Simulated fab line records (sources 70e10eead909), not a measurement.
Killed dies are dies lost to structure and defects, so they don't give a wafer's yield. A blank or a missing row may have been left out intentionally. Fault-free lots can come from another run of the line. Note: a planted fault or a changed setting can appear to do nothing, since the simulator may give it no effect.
The tool behind it: which one? / flow nand-harc / 24 lots, 72 wafers sampled, at 3 steps of a route of 1302

== WHAT EACH GAUGE READ, for each wafer ==
NHARC_A_CONTACT_INSPECT_44.
lot=L075; measured=day 21 17:21; on=defect-inspect-01; raw-defect-count=111 123 132
lot=L074; measured=day 21 18:32; on=defect-inspect-02; raw-defect-count=16 15 19
lot=L076; measured=day 22 13:24; on=defect-inspect-02; raw-defect-count=111 130 104
lot=L077; measured=day 23 00:52; on=defect-inspect-01; raw-defect-count=67 69 73
lot=L078; measured=day 23 06:53; on=defect-inspect-02; raw-defect-count=71 66 66
lot=L079; measured=day 23 21:25; on=defect-inspect-01; raw-defect-count=119 118 132
lot=L080; measured=day 23 21:35; on=defect-inspect-02; raw-defect-count=73 77 52
lot=L081; measured=day 24 12:32; on=defect-inspect-02; raw-defect-count=161 151 153
lot=L082; measured=day 25 03:07; on=defect-inspect-01; raw-defect-count=20 30 33
lot=L086; measured=day 25 16:50; on=defect-inspect-01; raw-defect-count=38 35 33
lot=L083; measured=day 25 17:23; on=defect-inspect-01; raw-defect-count=125 106 104
lot=L084; measured=day 26 02:57; on=defect-inspect-01; raw-defect-count=68 79 64
lot=L085; measured=day 26 10:52; on=defect-inspect-02; raw-defect-count=127 97 119
lot=L087; measured=day 27 03:50; on=defect-inspect-02; raw-defect-count=89 105 95
lot=L089; measured=day 27 10:50; on=defect-inspect-01; raw-defect-count=63 57 67
lot=L088; measured=day 27 18:23; on=defect-inspect-02; raw-defect-count=95 99 102
lot=L090; measured=day 27 23:17; on=defect-inspect-02; raw-defect-count=131 135 141
lot=L092; measured=day 28 15:44; on=defect-inspect-01; raw-defect-count=125 111 112
lot=L091; measured=day 28 19:23; on=defect-inspect-02; raw-defect-count=60 54 76
lot=L093; measured=day 29 03:55; on=defect-inspect-02; raw-defect-count=68 70 74
lot=L094; measured=day 29 17:28; on=defect-inspect-01; raw-defect-count=64 69 52
lot=L095; measured=day 29 22:43; on=defect-inspect-01; raw-defect-count=86 83 74
lot=L096; measured=day 30 11:58; on=defect-inspect-02; raw-defect-count=130 117 124
lot=L097; measured=day 31 13:19; on=defect-inspect-02; raw-defect-count=17 27 14

== TOOL THAT RAN EACH LOT (tool first, then ch and the chambers of the sampled wafers, then the start) ==
lot=L075; NHARC_A_WL_FILL_CVD_20=cvd-w-01 ch 0,1, day 21 06:38 or earlier; NHARC_A_CONTACT_DEP_24=pecvd-02 ch 0,1,2, day 21 06:38
lot=L074; NHARC_A_WL_FILL_CVD_20=cvd-w-02 ch 0, day 21 09:11 or earlier; NHARC_A_CONTACT_DEP_24=pecvd-02 ch 1,2, day 21 09:11
lot=L076; NHARC_A_WL_FILL_CVD_20=cvd-w-02 ch 0,1, day 22 03:06 or earlier; NHARC_A_CONTACT_DEP_24=pecvd-02 ch 1,2, day 22 03:06
lot=L077; NHARC_A_WL_FILL_CVD_20=cvd-w-02 ch 1, day 22 15:57 or earlier; NHARC_A_CONTACT_DEP_24=pecvd-02 ch 0,1,2, day 22 15:57
lot=L078; NHARC_A_WL_FILL_CVD_20=cvd-w-02 ch 0,1, day 22 20:35 or earlier; NHARC_A_CONTACT_DEP_24=pecvd-01 ch 0,1,2, day 22 20:35
lot=L079; NHARC_A_WL_FILL_CVD_20=cvd-w-02 ch 0,1, day 23 15:46 or earlier; NHARC_A_CONTACT_DEP_24=pecvd-01 ch 0,2, day 23 15:46
lot=L080; NHARC_A_WL_FILL_CVD_20=cvd-w-01 ch 0, day 23 15:50 or earlier; NHARC_A_CONTACT_DEP_24=pecvd-02 ch 0,2, day 23 15:50
lot=L081; NHARC_A_WL_FILL_CVD_20=cvd-w-02 ch 0,1, day 24 03:50 or earlier; NHARC_A_CONTACT_DEP_24=pecvd-01 ch 0,1,2, day 24 03:50
lot=L082; NHARC_A_WL_FILL_CVD_20=cvd-w-02 ch 0,1, day 24 21:32 or earlier; NHARC_A_CONTACT_DEP_24=pecvd-02 ch 0,1,2, day 24 21:32
lot=L086; NHARC_A_WL_FILL_CVD_20=cvd-w-01 ch 0,1, day 25 11:10 or earlier; NHARC_A_CONTACT_DEP_24=pecvd-02 ch 0,1,2, day 25 11:10
lot=L083; NHARC_A_WL_FILL_CVD_20=cvd-w-02 ch 0,1, day 25 11:23 or earlier; NHARC_A_CONTACT_DEP_24=pecvd-01 ch 1,2, day 25 11:23
lot=L084; NHARC_A_WL_FILL_CVD_20=cvd-w-01 ch 0,1, day 25 19:31 or earlier; NHARC_A_CONTACT_DEP_24=pecvd-03 ch 0,2, day 25 19:31
lot=L085; NHARC_A_WL_FILL_CVD_20=cvd-w-02 ch 0,1, day 26 02:34 or earlier; NHARC_A_CONTACT_DEP_24=pecvd-03 ch 0,2, day 26 02:34
lot=L087; NHARC_A_WL_FILL_CVD_20=cvd-w-02 ch 0,1, day 26 18:09 or earlier; NHARC_A_CONTACT_DEP_24=pecvd-02 ch 0,2, day 26 18:09
lot=L089; NHARC_A_WL_FILL_CVD_20=cvd-w-01 ch 1, day 27 05:14 or earlier; NHARC_A_CONTACT_DEP_24=pecvd-02 ch 0,1,2, day 27 05:14
lot=L088; NHARC_A_WL_FILL_CVD_20=cvd-w-01 ch 0,1, day 27 11:29 or earlier; NHARC_A_CONTACT_DEP_24=pecvd-01 ch 0,1, day 27 11:29
lot=L090; NHARC_A_WL_FILL_CVD_20=cvd-w-01 ch 0,1, day 27 16:28 or earlier; NHARC_A_CONTACT_DEP_24=pecvd-03 ch 0,1,2, day 27 16:28
lot=L092; NHARC_A_WL_FILL_CVD_20=cvd-w-02 ch 0,1, day 28 10:09 or earlier; NHARC_A_CONTACT_DEP_24=pecvd-01 ch 0,1, day 28 10:09
lot=L091; NHARC_A_WL_FILL_CVD_20=cvd-w-02 ch 0,1, day 28 12:57 or earlier; NHARC_A_CONTACT_DEP_24=pecvd-01 ch 0,1,2, day 28 12:57
lot=L093; NHARC_A_WL_FILL_CVD_20=cvd-w-02 ch 0,1, day 28 20:25 or earlier; NHARC_A_CONTACT_DEP_24=pecvd-03 ch 0,1, day 28 20:25
lot=L094; NHARC_A_WL_FILL_CVD_20=cvd-w-02 ch 0,1, day 29 11:50 or earlier; NHARC_A_CONTACT_DEP_24=pecvd-03 ch 1,2, day 29 11:50
lot=L095; NHARC_A_WL_FILL_CVD_20=cvd-w-01 ch 0,1, day 29 14:31 or earlier; NHARC_A_CONTACT_DEP_24=pecvd-01 ch 0,1,2, day 29 14:31
lot=L096; NHARC_A_WL_FILL_CVD_20=cvd-w-01 ch 0,1, day 30 06:10 or earlier; NHARC_A_CONTACT_DEP_24=pecvd-01 ch 0,2, day 30 06:10
lot=L097; NHARC_A_WL_FILL_CVD_20=cvd-w-02 ch 0,1, day 31 07:38 or earlier; NHARC_A_CONTACT_DEP_24=pecvd-01 ch 0,2, day 31 07:38
- NHARC_A_WL_FILL_CVD_20: deposits W, target thk 100 nm, time 74 s.
- NHARC_A_CONTACT_DEP_24: deposits SiO2, target thk 500 nm.

== WHAT THE TOOLS THEMSELVES READ (means of the sampled wafers that have a number; where no wafer has one, the mark that the record gives instead) ==
NHARC_A_WL_FILL_CVD_20.
lot=L075; tool=cvd-w-01; chamber-pressure-Torr (Torr)=40.02; heater-power-w (W)=854; mfc-h2-sccm (sccm)=1600; mfc-wf6-sccm (sccm)=40.02; throttle-valve-pct (%)=7.73
lot=L074; tool=cvd-w-02; chamber-pressure-Torr (Torr)=39.92; heater-power-w (W)=706; mfc-h2-sccm (sccm)=1605; mfc-wf6-sccm (sccm)=40.03; throttle-valve-pct (%)=8.32
lot=L076; tool=cvd-w-02; chamber-pressure-Torr (Torr)=39.90; heater-power-w (W)=728; mfc-h2-sccm (sccm)=1598; mfc-wf6-sccm (sccm)=40.08; throttle-valve-pct (%)=8.27
lot=L077; tool=cvd-w-02; chamber-pressure-Torr (Torr)=39.98; heater-power-w (W)=812; mfc-h2-sccm (sccm)=1601; mfc-wf6-sccm (sccm)=40.05; throttle-valve-pct (%)=8.08
lot=L078; tool=cvd-w-02; chamber-pressure-Torr (Torr)=39.98; heater-power-w (W)=729; mfc-h2-sccm (sccm)=1600; mfc-wf6-sccm (sccm)=39.91; throttle-valve-pct (%)=8.22
lot=L079; tool=cvd-w-02; chamber-pressure-Torr (Torr)=39.94; heater-power-w (W)=736; mfc-h2-sccm (sccm)=1596; mfc-wf6-sccm (sccm)=40.03; throttle-valve-pct (%)=8.19
lot=L080; tool=cvd-w-01; chamber-pressure-Torr (Torr)=39.94; heater-power-w (W)=775; mfc-h2-sccm (sccm)=1608; mfc-wf6-sccm (sccm)=40.13; throttle-valve-pct (%)=7.79
lot=L081; tool=cvd-w-02; chamber-pressure-Torr (Torr)=39.96; heater-power-w (W)=745; mfc-h2-sccm (sccm)=1605; mfc-wf6-sccm (sccm)=40.12; throttle-valve-pct (%)=8.27
lot=L082; tool=cvd-w-02; chamber-pressure-Torr (Torr)=40.03; heater-power-w (W)=729; mfc-h2-sccm (sccm)=1600; mfc-wf6-sccm (sccm)=39.93; throttle-valve-pct (%)=8.15
lot=L086; tool=cvd-w-01; chamber-pressure-Torr (Torr)=39.95; heater-power-w (W)=861; mfc-h2-sccm (sccm)=1597; mfc-wf6-sccm (sccm)=39.98; throttle-valve-pct (%)=7.54
lot=L083; tool=cvd-w-02; chamber-pressure-Torr (Torr)=39.98; heater-power-w (W)=777; mfc-h2-sccm (sccm)=1606; mfc-wf6-sccm (sccm)=39.90; throttle-valve-pct (%)=8.30
lot=L084; tool=cvd-w-01; chamber-pressure-Torr (Torr)=40.04; heater-power-w (W)=903; mfc-h2-sccm (sccm)=1605; mfc-wf6-sccm (sccm)=39.92; throttle-valve-pct (%)=7.73
lot=L085; tool=cvd-w-02; chamber-pressure-Torr (Torr)=40.00; heater-power-w (W)=768; mfc-h2-sccm (sccm)=1597; mfc-wf6-sccm (sccm)=40.06; throttle-valve-pct (%)=8.28
lot=L087; tool=cvd-w-02; chamber-pressure-Torr (Torr)=39.91; heater-power-w (W)=775; mfc-h2-sccm (sccm)=1594; mfc-wf6-sccm (sccm)=39.91; throttle-valve-pct (%)=8.08
lot=L089; tool=cvd-w-01; chamber-pressure-Torr (Torr)=39.95; heater-power-w (W)=945; mfc-h2-sccm (sccm)=1600; mfc-wf6-sccm (sccm)=40.21; throttle-valve-pct (%)=7.94
lot=L088; tool=cvd-w-01; chamber-pressure-Torr (Torr)=39.96; heater-power-w (W)=898; mfc-h2-sccm (sccm)=1605; mfc-wf6-sccm (sccm)=40.04; throttle-valve-pct (%)=7.89
lot=L090; tool=cvd-w-01; chamber-pressure-Torr (Torr)=39.97; heater-power-w (W)=914; mfc-h2-sccm (sccm)=1601; mfc-wf6-sccm (sccm)=40.01; throttle-valve-pct (%)=7.86
lot=L092; tool=cvd-w-02; chamber-pressure-Torr (Torr)=40.08; heater-power-w (W)=716; mfc-h2-sccm (sccm)=1591; mfc-wf6-sccm (sccm)=39.91; throttle-valve-pct (%)=8.16
lot=L091; tool=cvd-w-02; chamber-pressure-Torr (Torr)=39.95; heater-power-w (W)=724; mfc-h2-sccm (sccm)=1602; mfc-wf6-sccm (sccm)=39.91; throttle-valve-pct (%)=8.14
lot=L093; tool=cvd-w-02; chamber-pressure-Torr (Torr)=40.01; heater-power-w (W)=726; mfc-h2-sccm (sccm)=1598; mfc-wf6-sccm (sccm)=40.01; throttle-valve-pct (%)=8.04
lot=L094; tool=cvd-w-02; chamber-pressure-Torr (Torr)=39.98; heater-power-w (W)=690; mfc-h2-sccm (sccm)=1595; mfc-wf6-sccm (sccm)=40.11; throttle-valve-pct (%)=7.85
lot=L095; tool=cvd-w-01; chamber-pressure-Torr (Torr)=39.92; heater-power-w (W)=903; mfc-h2-sccm (sccm)=1598; mfc-wf6-sccm (sccm)=40.03; throttle-valve-pct (%)=7.81
lot=L096; tool=cvd-w-01; chamber-pressure-Torr (Torr)=40.08; heater-power-w (W)=919; mfc-h2-sccm (sccm)=1602; mfc-wf6-sccm (sccm)=39.99; throttle-valve-pct (%)=7.88
lot=L097; tool=cvd-w-02; chamber-pressure-Torr (Torr)=39.99; heater-power-w (W)=722; mfc-h2-sccm (sccm)=1602; mfc-wf6-sccm (sccm)=39.90; throttle-valve-pct (%)=7.96

NHARC_A_CONTACT_DEP_24.
lot=L075; tool=pecvd-02; chamber-pressure-Torr (Torr)=6.493; heater-power-w (W)=491; throttle-valve-pct (%)=16.2
lot=L074; tool=pecvd-02; chamber-pressure-Torr (Torr)=6.527; heater-power-w (W)=468; throttle-valve-pct (%)=16.4
lot=L076; tool=pecvd-02; chamber-pressure-Torr (Torr)=6.493; heater-power-w (W)=408; throttle-valve-pct (%)=16.5
lot=L077; tool=pecvd-02; chamber-pressure-Torr (Torr)=6.487; heater-power-w (W)=479; throttle-valve-pct (%)=16.1
lot=L078; tool=pecvd-01; chamber-pressure-Torr (Torr)=6.490; heater-power-w (W)=516; throttle-valve-pct (%)=16.3
lot=L079; tool=pecvd-01; chamber-pressure-Torr (Torr)=6.501; heater-power-w (W)=591; throttle-valve-pct (%)=16.2
lot=L080; tool=pecvd-02; chamber-pressure-Torr (Torr)=6.497; heater-power-w (W)=427; throttle-valve-pct (%)=16.5
lot=L081; tool=pecvd-01; chamber-pressure-Torr (Torr)=6.488; heater-power-w (W)=513; throttle-valve-pct (%)=16.4
lot=L082; tool=pecvd-02; chamber-pressure-Torr (Torr)=6.492; heater-power-w (W)=499; throttle-valve-pct (%)=16.2
lot=L086; tool=pecvd-02; chamber-pressure-Torr (Torr)=6.488; heater-power-w (W)=503; throttle-valve-pct (%)=16.5
lot=L083; tool=pecvd-01; chamber-pressure-Torr (Torr)=6.507; heater-power-w (W)=495; throttle-valve-pct (%)=16.5
lot=L084; tool=pecvd-03; chamber-pressure-Torr (Torr)=6.495; heater-power-w (W)=623; throttle-valve-pct (%)=15.9
lot=L085; tool=pecvd-03; chamber-pressure-Torr (Torr)=6.499; heater-power-w (W)=601; throttle-valve-pct (%)=15.9
lot=L087; tool=pecvd-02; chamber-pressure-Torr (Torr)=6.493; heater-power-w (W)=419; throttle-valve-pct (%)=15.9
lot=L089; tool=pecvd-02; chamber-pressure-Torr (Torr)=6.505; heater-power-w (W)=523; throttle-valve-pct (%)=16.1
lot=L088; tool=pecvd-01; chamber-pressure-Torr (Torr)=6.496; heater-power-w (W)=485; throttle-valve-pct (%)=16.5
lot=L090; tool=pecvd-03; chamber-pressure-Torr (Torr)=6.504; heater-power-w (W)=574; throttle-valve-pct (%)=16.0
lot=L092; tool=pecvd-01; chamber-pressure-Torr (Torr)=6.501; heater-power-w (W)=449; throttle-valve-pct (%)=16.6
lot=L091; tool=pecvd-01; chamber-pressure-Torr (Torr)=6.498; heater-power-w (W)=486; throttle-valve-pct (%)=16.6
lot=L093; tool=pecvd-03; chamber-pressure-Torr (Torr)=6.510; heater-power-w (W)=599; throttle-valve-pct (%)=16.3
lot=L094; tool=pecvd-03; chamber-pressure-Torr (Torr)=6.494; heater-power-w (W)=498; throttle-valve-pct (%)=16.4
lot=L095; tool=pecvd-01; chamber-pressure-Torr (Torr)=6.495; heater-power-w (W)=496; throttle-valve-pct (%)=16.4
lot=L096; tool=pecvd-01; chamber-pressure-Torr (Torr)=6.484; heater-power-w (W)=537; throttle-valve-pct (%)=16.3
lot=L097; tool=pecvd-01; chamber-pressure-Torr (Torr)=6.505; heater-power-w (W)=498; throttle-valve-pct (%)=16.2

== THE ANSWER, worked out from the rows above alone ==
Rule: the usual values come from the lots themselves. Put in order of their means at a reading, lots are off if they are a third of the lots or fewer, leave a main group of 4 or more, and stand apart from it by a gap of 3 or more times the standard deviation of the main group's means; of several such gaps the widest counts. If all means in a main group match to the digits the tables above print for the reading, that group is not used. A lot without any number at a reading at which 4 lots or more have one is off too. All remaining lots with rows at the step are treated as sound. Order of review: gauges by route order, followed by the tools' own readings, for which a lot's mean as printed above is used. The first step at which some lot is off is used, and at that step the reading that is off furthest; a lot without a number counts as furthest.
None of the lots is off at any reading shown; this tells nothing.

== WHAT THE SIMULATOR HAD PUT IN ==
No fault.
